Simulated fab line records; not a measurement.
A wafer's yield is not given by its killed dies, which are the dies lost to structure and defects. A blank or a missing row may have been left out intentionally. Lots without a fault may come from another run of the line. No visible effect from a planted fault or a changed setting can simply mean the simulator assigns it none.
Chamber matching / flow nand-harc / 4 sister chambers for NHARC_A_STAIRCASE_DESCUM_270 on rie-diel-12
The step chemistry O2, time 3 s. 16 wafers are shown with their chamber, then 8 later ones without.

WAFERS, EACH WITH ITS CHAMBER
wafer=L075.1; chamber=1; drypump-motor-current-A (A)=6.7; showerhead-plenum-p-Torr (Torr)=1.98; oes-product-au (a.u.)=0.985
wafer=L075.3; chamber=3; drypump-motor-current-A (A)=5.9; showerhead-plenum-p-Torr (Torr)=2.00; oes-product-au (a.u.)=1.016
wafer=L075.4; chamber=2; drypump-motor-current-A (A)=5.3; showerhead-plenum-p-Torr (Torr)=1.83; oes-product-au (a.u.)=0.992
wafer=L079.1; chamber=1; drypump-motor-current-A (A)=6.7; showerhead-plenum-p-Torr (Torr)=1.98; oes-product-au (a.u.)=0.995
wafer=L079.4; chamber=2; drypump-motor-current-A (A)=5.3; showerhead-plenum-p-Torr (Torr)=1.83; oes-product-au (a.u.)=1.003
wafer=L079.5; chamber=3; drypump-motor-current-A (A)=5.9; showerhead-plenum-p-Torr (Torr)=1.99; oes-product-au (a.u.)=1.010
wafer=L086.2; chamber=2; drypump-motor-current-A (A)=5.3; showerhead-plenum-p-Torr (Torr)=1.82; oes-product-au (a.u.)=1.004
wafer=L086.5; chamber=2; drypump-motor-current-A (A)=5.3; showerhead-plenum-p-Torr (Torr)=1.82; oes-product-au (a.u.)=1.012
wafer=L086.6; chamber=3; drypump-motor-current-A (A)=5.9; showerhead-plenum-p-Torr (Torr)=1.99; oes-product-au (a.u.)=1.016
wafer=L091.1; chamber=3; drypump-motor-current-A (A)=5.9; showerhead-plenum-p-Torr (Torr)=1.98; oes-product-au (a.u.)=1.006
wafer=L091.4; chamber=0; drypump-motor-current-A (A)=5.8; showerhead-plenum-p-Torr (Torr)=2.07; oes-product-au (a.u.)=1.010
wafer=L091.6; chamber=3; drypump-motor-current-A (A)=5.9; showerhead-plenum-p-Torr (Torr)=1.98; oes-product-au (a.u.)=1.001
wafer=L092.3; chamber=3; drypump-motor-current-A (A)=5.9; showerhead-plenum-p-Torr (Torr)=1.98; oes-product-au (a.u.)=1.005
wafer=L092.4; chamber=0; drypump-motor-current-A (A)=5.9; showerhead-plenum-p-Torr (Torr)=2.07; oes-product-au (a.u.)=1.008
wafer=L092.5; chamber=2; drypump-motor-current-A (A)=5.3; showerhead-plenum-p-Torr (Torr)=1.81; oes-product-au (a.u.)=1.018
wafer=L093.2; chamber=2; drypump-motor-current-A (A)=5.3; showerhead-plenum-p-Torr (Torr)=1.81; oes-product-au (a.u.)=1.008

SIGNATURES (averages over the wafers above)
reading=drypump-motor-current-A; chamber 0=5.850; chamber 1=6.700; chamber 2=5.300; chamber 3=5.900; scatter within a chamber=0.0204
reading=showerhead-plenum-p-Torr; chamber 0=2.0700; chamber 1=1.9800; chamber 2=1.8200; chamber 3=1.9867; scatter within a chamber=0.00782
reading=oes-product-au; chamber 0=1.00900; chamber 1=0.99000; chamber 2=1.00617; chamber 3=1.00900; scatter within a chamber=0.00726
Rule: for each reading, subtract the chamber's mean from the wafer's reading, divide by that reading's scatter and square the result; add these up over the readings and take the root, which gives the wafer's distance from the chamber. The wafer belongs to the nearest chamber; if the next one is less than 2 further off, it can't be placed. The scatter: take each reading less its chamber's mean, square it, sum over the shown wafers, divide by the number of wafers less the number of chambers, and take the root.

WAFERS WITH NO CHAMBER GIVEN
wafer=L093.3; drypump-motor-current-A (A)=5.8; showerhead-plenum-p-Torr (Torr)=2.07; oes-product-au (a.u.)=1.009
wafer=L093.4; drypump-motor-current-A (A)=5.9; showerhead-plenum-p-Torr (Torr)=1.98; oes-product-au (a.u.)=1.016
wafer=L095.2; drypump-motor-current-A (A)=5.9; showerhead-plenum-p-Torr (Torr)=1.98; oes-product-au (a.u.)=1.019
wafer=L095.4; drypump-motor-current-A (A)=5.3; showerhead-plenum-p-Torr (Torr)=1.81; oes-product-au (a.u.)=1.024
wafer=L095.5; drypump-motor-current-A (A)=5.8; showerhead-plenum-p-Torr (Torr)=2.06; oes-product-au (a.u.)=1.007
wafer=L097.1; drypump-motor-current-A (A)=5.8; showerhead-plenum-p-Torr (Torr)=2.06; oes-product-au (a.u.)=1.005
wafer=L097.3; drypump-motor-current-A (A)=5.3; showerhead-plenum-p-Torr (Torr)=1.81; oes-product-au (a.u.)=1.003
wafer=L097.5; drypump-motor-current-A (A)=6.7; showerhead-plenum-p-Torr (Torr)=1.95; oes-product-au (a.u.)=1.005

WHICH CHAMBER EACH WENT THROUGH
wafer=L093.3; from the rows above=0; in truth=0
wafer=L093.4; from the rows above=3; in truth=3
wafer=L095.2; from the rows above=3; in truth=3
wafer=L095.4; from the rows above=2; in truth=2
wafer=L095.5; from the rows above=0; in truth=0
wafer=L097.1; from the rows above=0; in truth=0
wafer=L097.3; from the rows above=2; in truth=2
wafer=L097.5; from the rows above=1; in truth=1
Placed correctly: 8 of 8. From these rows, 0 cannot be placed. Placed wrongly: 0.
